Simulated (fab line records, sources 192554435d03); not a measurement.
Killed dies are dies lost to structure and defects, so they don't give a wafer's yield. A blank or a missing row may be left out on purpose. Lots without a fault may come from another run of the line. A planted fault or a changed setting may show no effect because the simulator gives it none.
fab line records | flow n5_finfet
record lots=10 wafers=30 last_day=18
route steps=1938 shown BEOL_M3@932 BEOL_M4@1111 PASSIVATION@1936
lots that met no fault: from a run of the same line without faults
start_h: hours from the record's first day to the start of the lot's first wafer shown | wait_h: hours since the lot's step before | " the same as in the row above | L1.1+2: a row that stands for several wafers | - no value, or no start given | * or withheld: withheld | < > ~ a bound
route shown NAME@n: a module of which the file shows steps, and the number in the route of the first | usual: mean/standard deviation of fault-free wafers | same: alike in all rows | chamber/n: place in a boat | sites: the reading at each site | _std_site: their standard deviation | _edge_site: outer sites' mean less inner sites' | radius_mm: how far each site lies from the wafer's centre | mask NAME#n: copy n | behind: the tool/chamber that last shaped the wafer | hold: why the lot was held/for how many hours/how that ended | device: the transistor (n, p or np) that didn't switch | end of line: the same wafers' tests at the end of the route | a step without rows: its recipe alone | killed: dies lost to structure and defects at the first sort, not the wafer's yield | map: a wafer's dies, x killed, . not, _ none there
set.NAME: the setting as run; set.NAME@STEP: as run at that earlier step | model.NAME: the simulator's own value behind a step, which no gauge read
steps of the route over a sample of lots; a table a step, a row a wafer
services: from which hour (start_h, from the record's first day; less than 0 if before it) a tool's chamber was out of use, for how many hours, and why
## steps
# step N5_BEOL_M3_THK_MEAS_01
# recipe reads=SiOC_of_BEOL_M3_ILD_DEP_00
# usual M3_ILD_THK=78.9/1.2
# columns lot.wafer tool chamber start_h wait_h M3_ILD_THK[nm]
L390.3 film_metro-01 - 145.27 0.1 77.6
L390.4 " - " " 79.3
L390.6 " - " " 78.8
L393.1 film_metro-01 - 167.31 0.0 77.8
L393.3 " - " " 78.2
L393.5 " - " " 79.4
L395.3 film_metro-02 - 184.64 0.1 78.7
L395.5 " - " " 79.7
L395.6 " - " " 81.0
L396.1 film_metro-02 - 186.47 0.0 76.6
L396.3 " - " " 75.5
L396.6 " - " " 78.4
L397.1 film_metro-01 - 212.07 0.0 77.0
L397.4 " - " " 80.3
L397.5 " - " " 78.1
L400.1 film_metro-02 - 228.75 0.0 79.2
L400.3 " - " " 77.8
L400.6 " - " " 78.3
L401.1 film_metro-01 - 228.96 0.0 76.7
L401.3 " - " " 78.4
L401.4 " - " " 79.0
L403.3 film_metro-02 - 235.13 0.1 78.3
L403.4 " - " " 79.1
L403.5 " - " " 78.5
L411.2 film_metro-02 - 285.71 0.1 79.1
L411.3 " - " " 77.8
L411.4 " - " " 79.0
L412.1 film_metro-01 - 291.06 0.1 79.6
L412.3 " - " " 79.6
L412.6 " - " " 79.7
# step N5_BEOL_M3_ETCH_64
# recipe chemistry=N2/H2 target=SOC target_depth_a=750 overetch_a=150 mask_material=SiARC temp_c=40 time_s=112.5 ion_energy_ev=200 pressure_mtorr=30 source_w=840 bias_w=150 n2_flow_sccm=200 h2_flow_sccm=200
# usual drypump_motor_current_A=5.5/0.37 oes_product_au=0.63/0.068 rf_vpp_V=524.0/2.5 showerhead_plenum_p_Torr=2.55/0.095 throttle_valve_pct=17.89/0.24
# columns lot.wafer tool chamber start_h wait_h drypump_motor_current_A oes_product_au rf_hours_counter_h rf_vpp_V showerhead_plenum_p_Torr throttle_valve_pct
L390.3 rie_diel-04 2 146.73 0.0 5.7 0.59 153 520.5 2.42 17.67
L390.4 " 1 " " 5.0 0.55 215 522.5 2.51 18.04
L390.6 " 1 " " 5.0 0.55 - 523.7 2.51 18.05
L393.1 rie_diel-02 3 169.74 0.0 5.7 0.71 36 527.3 2.71 18.20
L393.3 " 2 " " 5.8 0.75 10 523.2 2.48 17.36
L393.5 " 2 " " 5.8 0.75 - 521.7 2.48 17.38
L395.3 rie_diel-06 0 188.64 0.0 5.6 0.58 159 525.7 2.66 18.02
L395.5 " 2 " " 6.1 0.61 - 523.6 2.56 17.90
L395.6 " 1 " " 5.4 0.67 - 522.0 2.47 17.98
L396.1 rie_diel-06 1 188.86 0.0 5.4 0.66 66 521.9 2.47 17.99
L396.3 " 0 " " 5.6 0.59 159 525.6 2.66 18.05
L396.6 " 2 " " 6.1 0.61 - 523.5 2.56 17.90
L397.1 rie_diel-06 3 213.75 0.0 5.2 0.67 48 528.1 2.72 17.69
L397.4 " 0 " " 5.6 0.57 166 528.1 2.66 18.06
L397.5 " 1 " " 5.4 0.65 - 523.0 2.47 17.97
L400.1 rie_diel-02 3 231.94 0.0 5.7 0.69 55 529.1 2.70 18.22
L400.3 " 2 " " 5.8 0.72 27 523.8 2.47 17.40
L400.6 " 2 " " 5.8 0.72 - 524.3 2.47 17.39
L401.1 rie_diel-04 1 232.02 0.0 5.0 0.55 244 524.3 2.50 18.08
L401.3 " 2 " " 5.7 0.57 181 519.9 2.41 17.70
L401.4 " 1 " " 5.0 0.54 - 522.5 2.50 18.09
L403.3 rie_diel-04 3 236.64 0.0 5.4 0.56 215 524.5 2.63 17.96
L403.4 " 1 " " 5.0 0.55 246 522.6 2.50 18.09
L403.5 " 1 " " 5.0 0.54 - 523.4 2.50 18.09
L411.2 rie_diel-04 3 287.72 0.0 5.4 0.55 229 525.4 2.62 17.98
L411.3 " 0 " " 5.6 0.65 82 520.8 2.47 17.80
L411.4 " 1 " " 5.0 0.74 6 521.5 2.50 17.61
L412.1 rie_diel-06 2 292.03 0.0 6.1 0.59 163 523.8 2.54 17.96
L412.3 " 3 " " 5.2 0.66 67 527.7 2.71 17.72
L412.6 " 2 " " 6.1 0.59 - 524.3 2.54 17.96
# step N5_BEOL_M3_STRIP_66
# recipe chemistry=CF4 resist=SiARC power_w=300 bias_power_w=75 pressure_mtorr=50 cf4_flow_sccm=150 rf_frequency_hz=6e+07
# usual bias_power_w=74.99/0.23 cf4_flow_sccm=150.0/0.5 drypump_motor_current_A=5.5/0.37 oes_product_au=0.78/0.084 rf_vpp_V=271.2/1.4 showerhead_plenum_p_Torr=1.80/0.055 throttle_valve_pct=13.63/0.24
# columns lot.wafer tool chamber start_h wait_h bias_power_w cf4_flow_sccm drypump_motor_current_A oes_product_au rf_hours_counter_h rf_vpp_V showerhead_plenum_p_Torr throttle_valve_pct
L390.3 rie_diel-04 2 146.86 0.0 74.90 149.9 5.7 0.74 153 270.2 1.73 13.60
L390.4 " 1 " " 75.07 150.1 5.0 0.70 216 271.3 1.77 13.83
L390.6 " 1 " " 75.03 150.3 5.0 0.70 - 270.0 1.77 13.83
L393.1 rie_diel-02 3 169.87 0.0 75.04 149.9 5.7 0.88 36 272.9 1.90 13.71
L393.3 " 2 " " 75.38 150.7 5.8 0.93 10 270.6 1.75 13.06
L393.5 " 2 " " 75.30 150.7 5.8 0.94 - 271.5 1.75 13.07
L395.3 rie_diel-06 0 188.77 0.0 74.79 150.1 5.5 0.72 159 272.5 1.86 13.59
L395.5 " 2 " " 75.12 150.0 6.1 0.77 - 272.0 1.81 13.66
L395.6 " 1 " " 75.14 149.7 5.4 0.83 - 271.5 1.75 13.71
L396.1 rie_diel-06 1 188.99 0.0 75.35 150.0 5.4 0.82 66 268.7 1.75 13.69
L396.3 " 0 " " 75.04 150.1 5.6 0.73 159 272.6 1.86 13.62
L396.6 " 2 " " 75.15 150.6 6.1 0.75 - 271.7 1.81 13.68
L397.1 rie_diel-06 3 213.88 0.0 75.24 149.7 5.2 0.84 48 272.1 1.88 13.26
L397.4 " 0 " " 74.53 149.8 5.6 0.72 166 271.5 1.85 13.63
L397.5 " 1 " " 74.84 150.5 5.4 0.82 - 269.6 1.75 13.70
L400.1 rie_diel-02 3 232.07 0.0 - - - - - - - -
L400.3 " 2 " " - - - - - - - -
L400.6 " 2 " " - - - - - - - -
L401.1 rie_diel-04 1 232.15 0.0 - - - - - - - -
L401.3 " 2 " " - - - - - - - -
L401.4 " 1 " " - - - - - - - -
L403.3 rie_diel-04 3 236.77 0.0 74.67 150.4 5.4 0.70 215 271.3 1.86 13.83
L403.4 " 1 " " 75.16 150.5 5.0 0.67 246 270.5 1.76 13.89
L403.5 " 1 " " 74.94 150.5 5.0 0.68 - 270.4 1.76 13.90
L411.2 rie_diel-04 3 287.85 0.0 75.18 150.0 5.4 0.69 229 272.4 1.85 13.86
L411.3 " 0 " " 75.03 150.2 5.7 0.82 82 270.1 1.76 13.49
L411.4 " 1 " " 75.01 149.9 5.0 0.94 6 271.2 1.76 13.33
L412.1 rie_diel-06 2 292.16 0.0 74.79 149.6 6.1 0.74 163 271.4 1.80 13.72
L412.3 " 3 " " 75.03 149.5 5.2 0.82 67 273.0 1.88 13.32
L412.6 " 2 " " 74.39 149.7 6.1 0.74 - 271.2 1.80 13.74
# step N5_BEOL_M3_CD_MEAS_18
# recipe pitch_nm=36 target_cd_nm=18
# usual cd_nm=17.9/0.38
# columns lot.wafer tool chamber start_h wait_h cd_nm
L390.3 cd_sem-03 - 147.08 0.1 17.9
L390.4 " - " " 17.6
L390.6 " - " " 17.7
L393.1 cd_sem-01 - 170.09 0.0 18.1
L393.3 " - " " 17.3
L393.5 " - " " 17.7
L395.3 cd_sem-01 - 189.05 0.1 17.5
L395.5 " - " " 18.2
L395.6 " - " " 18.1
L396.1 cd_sem-01 - 189.28 0.0 18.1
L396.3 " - " " 17.6
L396.6 " - " " 17.7
L397.1 cd_sem-02 - 214.10 0.0 18.2
L397.4 " - " " 17.9
L397.5 " - " " 18.4
L400.1 cd_sem-02 - 232.42 0.0 17.8
L400.3 " - " " 18.1
L400.6 " - " " 17.6
L401.1 cd_sem-03 - 232.46 0.0 17.6
L401.3 " - " " 17.8
L401.4 " - " " 18.0
L403.3 cd_sem-02 - 237.08 0.1 18.4
L403.4 " - " " 17.9
L403.5 " - " " 18.0
L411.2 cd_sem-01 - 288.10 0.1 18.4
L411.3 " - " " 17.6
L411.4 " - " " 18.2
L412.1 cd_sem-03 - 292.38 0.0 18.3
L412.3 " - " " 17.5
L412.6 " - " " 18.0
# step N5_BEOL_M4_RC_MEAS_101
# usual DIBL_N=37.5/2.5 DIBL_P=38/3.1 IOFF_N=0.19/0.059 IOFF_P=0.24/0.061 ION_N=679/16 ION_P=465/9.8 SS_N=72.0/0.8 SS_P=73.7/0.86 VT_N=248/4.5 VT_P=-249/3.5
# columns lot.wafer tool chamber start_h wait_h DIBL_N[mV/V] DIBL_P[mV/V] IOFF_N[nA/um] IOFF_P[nA/um] ION_N[uA/um] ION_P[uA/um] SS_N[mV/dec] SS_P[mV/dec] VT_N[mV] VT_P[mV]
L390.3 prober-02 0 170.07 0.3 37.3 38 0.18 0.23 677 459 72.0 73.5 250 -250
L390.4 " 0 " " 37.3 40 0.19 0.27 675 465 72.5 74.2 248 -248
L390.6 " 0 " " 37.4 38 0.18 0.22 676 460 72.6 73.8 255 -252
L393.1 prober-02 0 188.58 0.0 37.5 38 0.19 0.24 679 463 71.3 73.4 249 -248
L393.3 " 0 " " 41.0 43 0.31 0.37 711 480 72.8 75.0 238 -242
L393.5 " 0 " " 37.7 38 0.18 0.25 683 469 72.1 73.4 248 -247
L395.3 prober-01 0 215.59 0.3 33.7 34 0.12 0.17 662 453 71.2 72.9 255 -252
L395.5 " 0 " " 37.1 39 0.18 0.23 677 464 71.8 73.8 249 -246
L395.6 " 0 " " 41.1 44 0.31 0.34 705 477 73.1 75.8 244 -245
L396.1 prober-02 0 221.67 0.0 35.9 37 0.16 0.20 667 459 72.3 73.8 251 -252
L396.3 " 0 " " 37.2 37 0.19 0.20 680 461 72.0 73.0 249 -251
L396.6 " 0 " " 33.6 34 0.11 0.17 659 451 70.9 73.0 255 -254
L397.1 prober-01 0 237.18 0.1 34.4 35 0.10 0.16 657 453 70.8 73.2 260 -253
L397.4 " 0 " " 38.7 39 0.18 0.24 673 467 71.8 74.1 247 -249
L397.5 " 0 " " 37.1 37 0.14 0.20 651 452 71.5 73.1 252 -251
L400.1 prober-02 0 252.06 0.0 39.0 40 0.23 0.28 694 469 71.8 73.5 244 -247
L400.3 " 0 " " 36.6 38 0.17 0.24 672 463 71.9 73.4 249 -248
L400.6 " 0 " " 42.2 45 0.37 0.43 714 484 72.8 74.8 238 -242
L401.1 prober-02 0 253.23 0.0 35.6 35 0.15 0.17 660 448 71.4 73.2 250 -255
L401.3 " 0 " " 34.5 34 0.14 0.17 672 453 71.0 72.5 248 -255
L401.4 " 0 " " 37.2 38 0.18 0.22 678 450 71.9 73.9 246 -250
L403.3 prober-02 0 259.21 0.3 35.8 36 0.13 0.21 659 465 71.9 73.3 256 -249
L403.4 " 0 " " 36.5 37 0.14 0.21 658 455 71.5 73.3 252 -250
L403.5 " 0 " " 38.3 38 0.19 0.27 682 471 72.0 74.3 248 -248
L411.2 prober-02 0 312.12 0.2 37.5 39 0.18 0.22 679 466 72.5 73.7 251 -252
L411.3 " 0 " " 34.7 35 0.13 0.17 673 459 71.5 73.4 254 -252
L411.4 " 0 " " 37.5 40 0.19 0.26 677 463 72.1 74.5 248 -249
L412.1 prober-02 0 317.13 0.0 36.5 37 0.18 0.22 681 462 72.6 73.0 250 -249
L412.3 " 0 " " 36.5 39 0.19 0.27 690 476 72.7 74.0 247 -247
L412.6 " 0 " " 36.0 37 0.15 0.20 677 461 72.3 73.7 253 -253
# step N5_PASSIVATION_PROBE_49
# usual defect_limited_yield=91.0/1.4 killed_at_M0_to_M3=35/10 killed_at_M4_up=14/5.5 killed_at_contacts=13/5.6 killed_at_front_end=41/11 killed_at_other=4/3.4 killed_dies=106/16 killed_open=68/12 killed_short=35/7.3 sort_bin_4_leakage=0.3/2.1 sort_bin_5_function=5.3/0.89 sort_bin_6_memory=3.4/0.67 sort_bin_8_speed=0.01/0.11 sort_n_pass=1070/28 sort_yield_pct=90.7/2.4
# same gross_dies=1180 killed_at_back_side=0
# columns lot.wafer tool chamber start_h wait_h defect_limited_yield[%] killed_at_M0_to_M3 killed_at_M4_up killed_at_contacts killed_at_front_end killed_at_other killed_dies killed_open killed_short sort_bin_4_leakage[%] sort_bin_5_function[%] sort_bin_6_memory[%] sort_bin_8_speed[%] sort_n_pass sort_yield_pct[%]
L397.1 prober-02 - 350.52 0.0 88.7 40 7 9 64 13 133 93 38 0 6.7 4.2 0 1047 88.7
L397.4 prober-02 - 350.67 0.2 89.2 55 9 11 42 10 127 75 50 0 5.9 4.4 0 1053 89.2
L397.5 prober-02 - 350.72 0.2 91.5 41 11 8 36 4 100 65 35 0 5.3 3.0 0 1080 91.5
L411.2 prober-01 - 424.46 0.1 92.7 26 7 12 40 1 86 54 30 0 4.4 2.6 0 1094 92.7
L411.3 prober-01 - 424.51 0.1 92.9 32 15 7 30 0 84 49 29 0 4.3 2.2 0 1096 92.9
L411.4 prober-01 - 424.56 0.2 92.5 30 14 7 33 4 88 57 31 0 3.7 3.5 0 1092 92.5
# killed by level:class
L397.1 STI_FIN_REVEAL:geometric_particle:open=18 FIN_SAQP:geometric_particle:open=11 BEOL_M1:geometric_particle:open=11 BEOL_M3:geometric_particle:open=10 DUMMY_GATE:geometric_particle:open=9 GATE_CUT:geometric_particle:short=8 FIN_SAQP:geometric_particle:short=7 MOL_CONTACT_COAG:geometric_particle:open=7
L397.4 BEOL_M0_SAQP:geometric_particle:short=18 FIN_SAQP:geometric_particle:short=11 BEOL_M1:geometric_particle:open=11 FIN_SAQP:geometric_particle:open=10 MOL_CONTACT_COAG:geometric_particle:open=9 BEOL_M0_SAQP:geometric_particle:open=8 DUMMY_GATE:geometric_particle:open=6 BEOL_M0:geometric_particle:open=4
L397.5 BEOL_M0_SAQP:geometric_particle:open=11 STI_FIN_REVEAL:geometric_particle:open=10 BEOL_M1:geometric_particle:open=10 MOL_CONTACT_COAG:geometric_particle:open=7 BEOL_M1:geometric_particle:short=7 DUMMY_GATE:geometric_particle:open=6 FIN_SAQP:geometric_particle:short=5 BEOL_M0_SAQP:geometric_particle:short=5
L411.2 MOL_CONTACT_COAG:geometric_particle:open=8 BEOL_M3:geometric_particle:open=8 FIN_SAQP:geometric_particle:open=6 FIN_SAQP:geometric_particle:short=6 STI_FIN_REVEAL:geometric_particle:open=6 BEOL_M0_SAQP:geometric_particle:open=6 BEOL_M0_SAQP:geometric_particle:short=6 GATE_CUT:geometric_particle:open=5
L411.3 BEOL_M0_SAQP:geometric_particle:short=10 ILD0:geometric_particle:open=6 MOL_CONTACT_COAG:geometric_particle:open=6 BEOL_M0_SAQP:geometric_particle:open=5 FIN_SAQP:geometric_particle:short=4 BEOL_M1:geometric_particle:open=4 BEOL_M3:geometric_particle:open=4 STI_FIN_REVEAL:geometric_particle:open=3
L411.4 BEOL_M3:geometric_particle:open=7 STI_FIN_REVEAL:geometric_particle:open=6 BEOL_M4:geometric_particle:open=6 BEOL_M0_SAQP:geometric_particle:short=5 BEOL_M5:geometric_particle:open=5 FIN_SAQP:geometric_particle:open=4 GATE_CUT:geometric_particle:short=4 MOL_CONTACT_COAG:geometric_particle:open=4
## services
# columns tool chamber start_h hours kind
rie_diel-06 3 176.37 19.3 repair
rie_diel-04 0 222.79 11.3 repair
rie_diel-04 2 228.08 2.4 repair
rie_diel-02 0 234.65 - clean
rie_diel-02 0 234.65 - consumable_replace:focus_ring
rie_diel-02 0 234.65 19.3 scheduled_down
rie_diel-02 0 234.65 19.3 vent_cycle
rie_diel-04 1 249.86 - clean
rie_diel-04 1 249.86 - consumable_replace:focus_ring
rie_diel-04 1 249.86 12.2 scheduled_down
rie_diel-04 1 249.86 12.2 vent_cycle
## key
first_sign step=N5_BEOL_M3_STRIP_66 reading=tool_record direction=missing
effect none on later readings
met_at N5_BEOL_M3_STRIP_66
struck_lots L400,L401
not_acting_at N5_BEOL_M3_THK_MEAS_01,N5_BEOL_M3_ETCH_64,N5_BEOL_M3_CD_MEAS_18
onset_between 169.87 232.07
fault kind=skipped_step_whole tool=rie_diel-02,rie_diel-04 chamber=- onset_h=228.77 steps=N5_BEOL_M3_STRIP_66 scope=struck_lots_only
